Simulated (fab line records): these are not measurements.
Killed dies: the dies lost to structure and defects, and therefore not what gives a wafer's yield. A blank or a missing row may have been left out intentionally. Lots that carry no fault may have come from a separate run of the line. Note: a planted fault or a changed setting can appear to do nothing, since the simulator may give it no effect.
Split-lot study ; flow n5_finfet ; on a route of 1938 steps: 7 lots, 39 wafers read

== ON THE SPLIT ==
At N5_BEOL_M13_ILD_DEP_00 (deposits SiOC from DEMS/O2, target thk 837.92 nm, time 166.4 s), the setting time_s was moved away from the recipe's 166.4 s on 18 of the 39 wafers read, by -48.2% to +58.5%. All remaining wafers had this setting at the recipe value.

Split to reading: the file shows no intervening step.

== THE READING ==
M13_ILD_THK at N5_BEOL_M13_THK_MEAS_01, in nm. Fault-free wafers of this fab line usually give 839 nm, standard deviation 11 nm.

wafer;tool, chamber at the split;time_s as run, s;against the recipe;M13_ILD_THK, nm;against lot-mates on the recipe
L076.1;pecvd-04, 1;192.6;+15.7%;960;+128
L076.2;pecvd-04, 0;166.4;recipe;828;-
L076.3;pecvd-04, 2;166.4;recipe;823;-
L076.4;pecvd-04, 2;192.6;+15.7%;960;+128
L076.5;pecvd-04, 1;166.4;recipe;844;-
L076.6;pecvd-04, 0;192.6;+15.7%;985;+153
L084.1;pecvd-04, 0;166.4;recipe;842;-
L084.2;pecvd-04, 1;263.4;+58.3%;1308;+469
L084.3;pecvd-04, 2;166.4;recipe;831;-
L084.4;pecvd-04, 1;166.4;recipe;844;-
L084.5;pecvd-04, 0;263.4;+58.3%;1340;+501
L084.6;pecvd-04, 2;263.4;+58.3%;1334;+495
L085.1;pecvd-04, 1;166.4;recipe;832;-
L085.2;pecvd-04, 0;115.6;-30.5%;577;-256
L085.3;pecvd-04, 2;115.6;-30.5%;564;-269
L085.4;pecvd-04, 1;115.6;-30.5%;579;-254
L085.5;pecvd-04, 2;166.4;recipe;832;-
L085.6;pecvd-04, 0;166.4;recipe;834;-
L089.1;pecvd-03, 1;166.4;recipe;824;-
L089.3;pecvd-03, 2;166.4;recipe;822;-
L089.6;pecvd-03, 1;166.4;recipe;838;-
L088.1;pecvd-02, 2;263.8;+58.5%;1321;+483
L088.2;pecvd-02, 1;166.4;recipe;827;-
L088.3;pecvd-02, 0;263.8;+58.5%;1324;+486
L088.4;pecvd-02, 2;263.8;+58.5%;1348;+510
L088.5;pecvd-02, 0;166.4;recipe;857;-
L088.6;pecvd-02, 1;166.4;recipe;829;-
L090.1;pecvd-03, 0;212.8;+27.9%;1063;+218
L090.2;pecvd-03, 2;212.8;+27.9%;1052;+207
L090.3;pecvd-03, 2;212.8;+27.9%;1066;+221
L090.4;pecvd-03, 0;166.4;recipe;854;-
L090.5;pecvd-03, 2;166.4;recipe;825;-
L090.6;pecvd-03, 0;166.4;recipe;855;-
L092.1;pecvd-04, 2;166.4;recipe;838;-
L092.2;pecvd-04, 1;86.27;-48.2%;441;-404
L092.3;pecvd-04, 0;86.27;-48.2%;440;-405
L092.4;pecvd-04, 2;86.27;-48.2%;444;-401
L092.5;pecvd-04, 0;166.4;recipe;853;-
L092.6;pecvd-04, 1;166.4;recipe;844;-

FIT RESULTS
A straight line over all 39 wafers: M13_ILD_THK changes by +8.37 nm for each +1% of time_s; r = +1.00; the points scatter about the line by 12 nm.
The same after taking each lot's own level away (the mean of its wafers on the recipe; 39 wafers): +8.37 nm for each +1%; r = +1.00; scatter 11 nm.
Per that fit: largest time_s move, reading shift of 4.9e+02 nm.
Across the lots, their own levels run from 828.0 to 845.0 nm, a range of 1.5 times the standard deviation given above.
The two slopes agree, so the slope changes little with the lot-to-lot level.
Check: +490 nm against its lot-mates is what the line predicts for one of the wafers moved furthest among these (+58.5%) when that wafer is left out of the fit. It came out at +483 nm against them.

== THE WHOLE CHAIN: every reading that the file lists as answering this split, in the file's order ==
step;what it does;reading;change (the file's fit);r (the file's)
N5_BEOL_M13_ILD_DEP_00;deposits SiOC from DEMS/O2, target thk 837.92 nm, time 166.4 s;SiOC_of_BEOL_M13_ILD_DEP_00.thk_nm (the simulator's own value, which no gauge read);+8.37 nm for each +1% of the setting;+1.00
N5_BEOL_M13_THK_MEAS_01;;M13_ILD_THK;+8.36 for each +1% of the setting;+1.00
N5_BEOL_M13_VIA_ETCH_16;etches SiOC in C4F8/O2/Ar, target depth 921.7 nm;BARC_of_BEOL_M13_COAT_58.thk_nm (the simulator's own value, which no gauge read);not straight: 89.4 at the lowest setting, 89.2 at the recipe, 10.8 at the highest;not given
N5_BEOL_M13_VIA_ETCH_16;etches SiOC in C4F8/O2/Ar, target depth 921.7 nm;etch.depth_nm (the simulator's own value, which no gauge read);+8.37 nm for each +1% of the setting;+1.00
N5_BEOL_M13_VIA_ETCH_16;etches SiOC in C4F8/O2/Ar, target depth 921.7 nm;coat_of_BEOL_M13_COAT_04.thk_nm (the simulator's own value, which no gauge read);-1.66 nm for each +1% of the setting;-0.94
N5_BEOL_M13_STRIP_63;strips in N2/H2;oes_product_au;not straight: 0.747 at the lowest setting, 0.674 at the recipe, 0.227 at the highest;not given
N5_BEOL_M13_STRIP_63;strips in N2/H2;strip_time_to_endpoint_s;not straight: withheld at the lowest setting, withheld at the recipe, withheld at the highest;not given
N5_BEOL_M13_STRIP_64;strips in N2/H2;strip_time_to_endpoint_s;not straight: withheld at the lowest setting, withheld at the recipe, withheld at the highest;not given

== THE FILE'S OWN FIT ==
M13_ILD_THK changes by +8.36 nm for each +1% of time_s, r = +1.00.
